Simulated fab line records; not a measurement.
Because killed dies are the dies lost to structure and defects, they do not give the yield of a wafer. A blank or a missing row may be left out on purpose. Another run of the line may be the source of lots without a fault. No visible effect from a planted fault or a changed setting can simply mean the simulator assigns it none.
What tool caused it? + flow n5 finfet + 17 wafers from 6 lots sampled at 8 of the route's 1938 steps

WHAT THE GAUGES SHOWED, per wafer
N5_BEOL_M6_OCD_MEAS_38. Usual: trench depth nm 95.4 nm, standard deviation 1.9.
| lot  | measured     | on     | trench depth nm (nm) | flag |
|------|--------------|--------|----------------------|------|
| L797 | day 8 16:49  | ocd-02 | 93.0 91.6 94.7       |      |
| L795 | day 9 03:54  | ocd-01 | 94.3 93.7 94.0       |      |
| L799 | day 10 01:25 | ocd-01 | 97.8 96.9            |      |
| L801 | day 10 07:20 | ocd-01 | 95.8 94.0 94.6       |      |
| L804 | day 11 07:17 | ocd-01 | 66.3 69.2 67.0       | OFF  |
| L806 | day 11 10:46 | ocd-01 | 67.0 69.5 67.4       | OFF  |

N5_BEOL_M6_THK_MEAS_53: measures by xrf. Usual: M6_THK gives 81.3 nm (standard deviation 2.5).
| lot  | measured     | on            | M6_THK (nm)    | flag |
|------|--------------|---------------|----------------|------|
| L797 | day 8 21:05  | film metro-01 | 78.3 75.3 79.5 |      |
| L795 | day 9 06:06  | film metro-02 | 79.0 81.7 80.0 |      |
| L799 | day 10 03:53 | film metro-01 | 83.9 84.7      |      |
| L801 | day 10 09:19 | film metro-01 | 80.1 83.4 78.9 |      |
| L804 | day 11 09:56 | film metro-02 | 51.1 52.9 51.8 | OFF  |
| L806 | day 11 13:25 | film metro-02 | 54.6 55.8 53.4 | OFF  |

N5_BEOL_M6_RS_MEAS_57: a four-point-probe measurement. Usual: M6_RS gives 0.282 ohm/sq (standard deviation 0.0097).
| lot  | measured     | on            | M6_RS (ohm/sq)    | flag |
|------|--------------|---------------|-------------------|------|
| L797 | day 8 21:13  | film metro-01 | 0.291 0.304 0.288 |      |
| L795 | day 9 06:16  | film metro-02 | 0.294 0.283 0.288 |      |
| L799 | day 10 04:01 | film metro-02 | 0.274 0.269       |      |
| L801 | day 10 09:28 | film metro-01 | 0.285 0.273 0.291 |      |
| L804 | day 11 10:04 | film metro-02 | 0.493 0.470 0.484 | OFF  |
| L806 | day 11 13:32 | film metro-01 | 0.454 0.445 0.468 | OFF  |

N5_BEOL_M15_RC_MEAS_101. Usual: COMB_M10 1.44e-11 S/m, standard deviation 2.9e-12; COMB_M11 1.4e-11 S/m, standard deviation 3.1e-12; COMB_M12 6.4e-12 S/m, standard deviation 1.5e-12; COMB_M13 4.8e-12 S/m, standard deviation 1.1e-12; COMB_M14 3.6e-12 S/m, standard deviation 7.9e-13; COMB_M15 2.5e-12 S/m, standard deviation 5e-13; COMB_M5 3.5e-11 S/m, standard deviation 7.8e-12; COMB_M7 2.5e-11 S/m, standard deviation 5.6e-12; COMB_M7_max_site 3.7e-11 S/m, standard deviation 1e-11; COMB_M8 2.6e-11 S/m, standard deviation 5e-12; COMB_M9 1.38e-11 S/m, standard deviation 2.9e-12; SERP_M10 3.07 ohm/um, standard deviation 0.11; SERP_M10_max_site 3.16 ohm/um, standard deviation 0.11; SERP_M11 3.12 ohm/um, standard deviation 0.14; SERP_M12 0.643 ohm/um, standard deviation 0.023; SERP_M13 0.309 ohm/um, standard deviation 0.0081; SERP_M14 0.160 ohm/um, standard deviation 0.0055; SERP_M5 39.5 ohm/um, standard deviation 2.4; SERP_M6 13.9 ohm/um, standard deviation 0.67; SERP_M6_max_site 14.5 ohm/um, standard deviation 0.75; SERP_M7 14.1 ohm/um, standard deviation 0.79; SERP_M7_max_site 14.6 ohm/um, standard deviation 0.85; SERP_M8 13.3 ohm/um, standard deviation 0.63; SERP_M9 3.15 ohm/um, standard deviation 0.12.
| lot  | measured     | on        | COMB_M10 (S/m)             | COMB_M11 (S/m)          | COMB_M12 (S/m)          | COMB_M13 (S/m)          | COMB_M14 (S/m)          | COMB_M15 (S/m)          | COMB_M5 (S/m)           | COMB_M7 (S/m)           | COMB_M7_max_site (S/m)  | COMB_M8 (S/m)           | COMB_M9 (S/m)              | SERP_M10 (ohm/um) | SERP_M10_max_site (ohm/um) | SERP_M11 (ohm/um) | SERP_M12 (ohm/um) | SERP_M13 (ohm/um) | SERP_M14 (ohm/um) | SERP_M5 (ohm/um) | SERP_M6 (ohm/um) | SERP_M6_max_site (ohm/um) | SERP_M7 (ohm/um) | SERP_M7_max_site (ohm/um) | SERP_M8 (ohm/um) | SERP_M9 (ohm/um) | flag |
|------|--------------|-----------|----------------------------|-------------------------|-------------------------|-------------------------|-------------------------|-------------------------|-------------------------|-------------------------|-------------------------|-------------------------|----------------------------|-------------------|----------------------------|-------------------|-------------------|-------------------|-------------------|------------------|------------------|---------------------------|------------------|---------------------------|------------------|------------------|------|
| L797 | day 11 14:37 | prober-01 | 1.28e-11 9.7e-12 1.22e-11  | 9e-12 1.2e-11 1.4e-11   | 5.7e-12 7.9e-12 5.4e-12 | 5.2e-12 5.8e-12 4.4e-12 | 3.1e-12 3.8e-12 3e-12   | 3.5e-12 2.4e-12 2.4e-12 | 4.9e-11 3.9e-11 6.5e-11 | 3.8e-11 1.8e-11 2.3e-11 | 4.4e-11 4.1e-11 4e-11   | 2.7e-11 3.4e-11 2.5e-11 | 1.54e-11 1.99e-11 1.39e-11 | 3.05 2.99 3.10    | 3.12 3.02 3.15             | 3.21 2.95 2.93    | 0.649 0.689 0.651 | 0.297 0.312 0.295 | 0.165 0.166 0.157 | 44.6 40.9 39.5   | 14.1 15.7 13.8   | 14.7 16.5 14.3            | 14.5 14.4 14.7   | 14.9 14.8 15.2            | 13.8 13.9 13.2   | 3.29 3.22 3.22   |      |
| L795 | day 12 04:31 | prober-01 | 1.53e-11 1.46e-11 1.97e-11 | 1.6e-11 2.4e-11 2.2e-11 | 5.9e-12 7.6e-12 7.5e-12 | 4.3e-12 4.8e-12 6.6e-12 | 2.4e-12 3.6e-12 4e-12   | 2.7e-12 1.7e-12 3.2e-12 | 3.4e-11 2.9e-11 2.4e-11 | 3e-11 3.2e-11 3e-11     | 5.1e-11 4.6e-11 4e-11   | 2.4e-11 2e-11 2.3e-11   | 9.7e-12 1.12e-11 1.15e-11  | 3.18 3.24 3.24    | 3.23 3.36 3.35             | 3.30 3.13 3.03    | 0.646 0.665 0.658 | 0.301 0.298 0.300 | 0.161 0.170 0.156 | 43.3 40.7 41.5   | 14.4 14.8 13.7   | 14.6 15.1 15.1            | 14.8 13.9 14.1   | 15.2 14.2 14.7            | 14.0 13.6 13.2   | 2.96 3.02 3.14   |      |
| L799 | day 13 01:28 | prober-02 | 1.05e-11 1.33e-11          | 1.5e-11 1.1e-11         | 5.4e-12 5.7e-12         | 5.8e-12 3.9e-12         | 4.7e-12 3.2e-12         | 2.7e-12 2.7e-12         | 3.8e-11 5.3e-11         | 2.3e-11 3.1e-11         | 2.8e-11 4e-11           | 3.2e-11 2.9e-11         | 1.52e-11 1.47e-11          | 3.08 3.07         | 3.14 3.16                  | 3.06 3.09         | 0.637 0.611       | 0.316 0.315       | 0.161 0.165       | 38.5 38.5        | 13.3 13.0        | 13.7 13.6                 | 15.8 14.8        | 16.4 15.7                 | 13.2 13.1        | 3.32 3.23        |      |
| L801 | day 13 09:35 | prober-02 | 2.17e-11 1.74e-11 1.61e-11 | 1.1e-11 1.4e-11 1.1e-11 | 5.8e-12 6.9e-12 6.4e-12 | 5.4e-12 4.5e-12 5.4e-12 | 5.1e-12 4.1e-12 5.5e-12 | 3.2e-12 2.8e-12 2.7e-12 | 3.8e-11 4.3e-11 4.7e-11 | 2.7e-11 3.2e-11 2.2e-11 | 4e-11 6e-11 3.6e-11     | 2.5e-11 2.5e-11 2.5e-11 | 1.25e-11 1.21e-11 1.22e-11 | 3.03 3.12 3.17    | 3.16 3.25 3.25             | 2.78 3.05 3.04    | 0.671 0.668 0.646 | 0.307 0.297 0.299 | 0.161 0.156 0.156 | 42.2 36.6 40.2   | 13.3 13.7 14.6   | 14.0 14.3 15.1            | 13.9 12.9 13.8   | 14.2 13.3 14.1            | 12.9 13.4 12.8   | 3.01 3.24 3.14   |      |
| L804 | day 14 07:14 | prober-01 | 1.65e-11 1.69e-11 1.48e-11 | 1.2e-11 1e-11 1.1e-11   | 3.8e-12 4.1e-12 5.7e-12 | 5.9e-12 3.6e-12 3.5e-12 | 3.7e-12 4.2e-12 2.4e-12 | 1.9e-12 2.3e-12 1.5e-12 | 3.3e-11 3.6e-11 3.7e-11 | 2.7e-11 1.8e-11 2e-11   | 3.4e-11 3.1e-11 3e-11   | 2.7e-11 2.9e-11 2.6e-11 | 1.06e-11 9.5e-12 9.6e-12   | 2.84 2.96 3.09    | 3.02 3.01 3.26             | 3.09 3.27 3.20    | 0.636 0.603 0.626 | 0.310 0.318 0.318 | 0.159 0.159 0.162 | 38.1 41.3 37.5   | 23.3 22.1 23.2   | 24.7 22.9 25.0            | 13.4 12.9 13.2   | 13.8 13.2 13.3            | 12.6 11.8 12.5   | 3.14 3.26 3.25   | OFF  |
| L806 | day 14 16:28 | prober-01 | 1.44e-11 1.59e-11 1.84e-11 | 1.6e-11 1e-11 1.3e-11   | 4.1e-12 5e-12 5.1e-12   | 6e-12 3.9e-12 3.8e-12   | 3.5e-12 2.8e-12 3.8e-12 | 2.1e-12 2e-12 2e-12     | 4.6e-11 4.3e-11 3.7e-11 | 2.5e-11 3e-11 2.3e-11   | 3.4e-11 4.3e-11 2.9e-11 | 3.7e-11 2.9e-11 1.9e-11 | 1.18e-11 1.38e-11 1.21e-11 | 3.23 3.17 3.04    | 3.31 3.29 3.11             | 3.31 3.23 3.18    | 0.665 0.603 0.659 | 0.305 0.298 0.304 | 0.160 0.152 0.161 | 36.3 34.7 38.7   | 22.8 21.2 23.3   | 23.7 22.6 24.4            | 13.3 13.8 13.2   | 13.7 14.4 13.8            | 12.3 13.5 12.2   | 3.08 3.08 3.36   | OFF  |

EACH LOT AND THE TOOL THAT RAN IT (in order: tool; ch and the chambers of the sampled wafers; start)
| lot  | N5_BEOL_M6_ETCH_62                 | N5_BEOL_M6_DESCUM_33               | N5_BEOL_M6_ETCH_66                 | N5_BEOL_M6_TRENCH_ETCH_37          |
|------|------------------------------------|------------------------------------|------------------------------------|------------------------------------|
| L797 | rie diel-04 ch 0,1,3, day 8 15:18  | rie diel-06 ch 0,1,2, day 8 16:24  | rie diel-06 ch 0,1,2, day 8 16:29  | rie diel-06 ch 0,1,2, day 8 16:40  |
| L795 | rie diel-04 ch 0,1,3, day 9 02:38  | rie diel-06 ch 0,1,2, day 9 03:29  | rie diel-06 ch 0,1,2, day 9 03:34  | rie diel-06 ch 0,1,2, day 9 03:45  |
| L799 | rie diel-04 ch 0,2, day 10 00:04   | rie diel-05 ch 0,3, day 10 01:00   | rie diel-05 ch 0,3, day 10 01:05   | rie diel-05 ch 0,3, day 10 01:16   |
| L801 | rie diel-04 ch 0,2, day 10 06:02   | rie diel-04 ch 2,3, day 10 06:54   | rie diel-04 ch 2,3, day 10 06:59   | rie diel-04 ch 2,3, day 10 07:11   |
| L804 | rie diel-04 ch 1,2,3, day 11 05:32 | rie diel-04 ch 0,1,2, day 11 06:51 | rie diel-04 ch 0,1,2, day 11 06:56 | rie diel-04 ch 0,1,2, day 11 07:07 |
| L806 | rie diel-06 ch 1,2,3, day 11 09:10 | rie diel-05 ch 0,1,2, day 11 10:20 | rie diel-05 ch 0,1,2, day 11 10:25 | rie diel-05 ch 0,1,2, day 11 10:37 |
- N5_BEOL_M6_ETCH_62: etches SOC in N2/H2, target depth 110 nm, overetch 22 nm, time 165 s.
- N5_BEOL_M6_DESCUM_33: chemistry O2, time 7 s.
- N5_BEOL_M6_ETCH_66: etches SOC in N2/H2, target depth 80 nm, overetch 16 nm, time 120 s.
- N5_BEOL_M6_TRENCH_ETCH_37: etches SiCOH lowk in C4F6/O2, target depth 94.435 nm, time 31.5 s.

WHAT THE TOOLS THEMSELVES READ (means of the sampled wafers that have a number; where no wafer has one, the mark that the record gives instead)
N5_BEOL_M6_ETCH_62. Usual: drypump motor current A 5.8 A, standard deviation 0.59; oes product au 0.70 a.u., standard deviation 0.078; rf vpp V 524.4 V, standard deviation 2.4; showerhead plenum p Torr 2.56 Torr, standard deviation 0.09; throttle valve pct 17.86 %, standard deviation 0.21.
| lot  | tool        | drypump motor current A (A) | oes product au (a.u.) | rf vpp V (V) | showerhead plenum p Torr (Torr) | throttle valve pct (%) | flag |
|------|-------------|-----------------------------|-----------------------|--------------|---------------------------------|------------------------|------|
| L797 | rie diel-04 | 6.3                         | 0.62                  | 525.1        | 2.56                            | 18.14                  |      |
| L795 | rie diel-04 | 6.3                         | 0.62                  | 525.1        | 2.56                            | 18.14                  |      |
| L799 | rie diel-04 | 6.2                         | 0.71                  | 524.7        | 2.55                            | 17.76                  |      |
| L801 | rie diel-04 | 6.0                         | 0.74                  | 523.6        | 2.53                            | 17.74                  |      |
| L804 | rie diel-04 | 5.9                         | 0.74                  | 522.3        | 2.50                            | 17.92                  |      |
| L806 | rie diel-06 | 5.3                         | 0.63                  | 525.3        | 2.58                            | 17.82                  |      |

N5_BEOL_M6_DESCUM_33. Usual: drypump motor current A 5.5 A, standard deviation 0.55; oes product au 0.82 a.u., standard deviation 0.086; rf vpp V 243.7 V, standard deviation 1.3; showerhead plenum p Torr 2.13 Torr, standard deviation 0.082; throttle valve pct 20.41 %, standard deviation 0.17.
| lot  | tool        | drypump motor current A (A) | oes product au (a.u.) | rf vpp V (V) | showerhead plenum p Torr (Torr) | throttle valve pct (%) | flag |
|------|-------------|-----------------------------|-----------------------|--------------|---------------------------------|------------------------|------|
| L797 | rie diel-06 | 5.4                         | 0.72                  | 243.4        | 2.10                            | 20.49                  |      |
| L795 | rie diel-06 | 5.4                         | 0.72                  | 243.3        | 2.10                            | 20.50                  |      |
| L799 | rie diel-05 | 5.5                         | 0.97                  | 243.7        | 2.19                            | 20.37                  |      |
| L801 | rie diel-04 | 6.0                         | 0.82                  | 242.9        | 2.01                            | 20.52                  |      |
| L804 | rie diel-04 | 6.1                         | 0.86                  | 243.3        | 2.11                            | 20.44                  |      |
| L806 | rie diel-05 | 5.1                         | 0.89                  | 245.0        | 2.19                            | 20.36                  |      |

N5_BEOL_M6_ETCH_66. Usual: drypump motor current A 5.5 A, standard deviation 0.55; oes product au 0.63 a.u., standard deviation 0.064; rf vpp V 525.2 V, standard deviation 2.5; run length s 143.5 s, standard deviation 0.52; showerhead plenum p Torr 2.59 Torr, standard deviation 0.093; throttle valve pct 17.81 %, standard deviation 0.2.
| lot  | tool        | drypump motor current A (A) | oes product au (a.u.) | rf vpp V (V) | run length s (s) | showerhead plenum p Torr (Torr) | throttle valve pct (%) | flag |
|------|-------------|-----------------------------|-----------------------|--------------|------------------|---------------------------------|------------------------|------|
| L797 | rie diel-06 | 5.4                         | 0.56                  | 524.2        | 143.1            | 2.57                            | 17.95                  |      |
| L795 | rie diel-06 | 5.4                         | 0.55                  | 524.4        | 142.9            | 2.57                            | 17.94                  |      |
| L799 | rie diel-05 | 5.5                         | 0.73                  | 526.9        | 143.0            | 2.67                            | 17.71                  |      |
| L801 | rie diel-04 | 6.0                         | 0.62                  | 521.2        | 143.8            | 2.45                            | 18.00                  |      |
| L804 | rie diel-04 | 6.1                         | 0.66                  | 525.6        | 143.7            | 2.57                            | 17.81                  |      |
| L806 | rie diel-05 | 5.1                         | 0.68                  | 526.4        | 143.4            | 2.66                            | 17.72                  |      |

N5_BEOL_M6_TRENCH_ETCH_37. Usual: drypump motor current A 5.5 A, standard deviation 0.55; oes product au 0.82 a.u., standard deviation 0.092; rf vpp V 676 V, standard deviation 17; run length s 55.0 s, standard deviation 0.5; showerhead plenum p Torr 2.89 Torr, standard deviation 0.11; throttle valve pct 20.89 %, standard deviation 0.26.
| lot  | tool        | drypump motor current A (A) | oes product au (a.u.) | rf vpp V (V) | run length s (s) | showerhead plenum p Torr (Torr) | throttle valve pct (%) | flag |
|------|-------------|-----------------------------|-----------------------|--------------|------------------|---------------------------------|------------------------|------|
| L797 | rie diel-06 | 5.4                         | 0.72                  | 661          | 54.6             | 2.87                            | 21.01                  |      |
| L795 | rie diel-06 | 5.4                         | 0.72                  | 661          | 54.6             | 2.87                            | 21.02                  |      |
| L799 | rie diel-05 | 5.5                         | 0.98                  | 684          | 54.4             | 2.97                            | 20.87                  |      |
| L801 | rie diel-04 | 6.0                         | 0.81                  | 685          | 55.1             | 2.76                            | 21.13                  |      |
| L804 | rie diel-04 | 6.1                         | 0.87                  | 678          | 48.6             | 2.87                            | 20.93                  | OFF  |
| L806 | rie diel-05 | 5.1                         | 0.91                  | 673          | 48.3             | 2.96                            | 20.76                  | OFF  |

THE ANSWER, worked out from the rows above alone
Rule: a lot is off if the mean of its wafers that have a number lies more than 3 standard deviations from the usual mean. A lot without any number at a reading at which 4 lots or more have one is off too. The other lots that the step has rows for count as sound. The gauges are gone through in route order, then the tools' own readings, and for those a lot's mean is taken as printed above. The first step at which some lot is off is used, and at that step the reading that is off furthest; a lot without a number counts as furthest.
Off: L804, L806 (N5_BEOL_M6_OCD_MEAS_38, trench depth nm).
A tool fits if, at a process step before that reading, it ran every lot that is off, and no sound lot after the first of them. Not tried: the gauges at N5_BEOL_M6_OCD_MEAS_38; whatever is off there is also off at N5_BEOL_M6_THK_MEAS_53, on other tools, and gauge error can't account for it. Of those tried, none fits.

WHAT HAD BEEN PUT IN BY THE SIMULATOR
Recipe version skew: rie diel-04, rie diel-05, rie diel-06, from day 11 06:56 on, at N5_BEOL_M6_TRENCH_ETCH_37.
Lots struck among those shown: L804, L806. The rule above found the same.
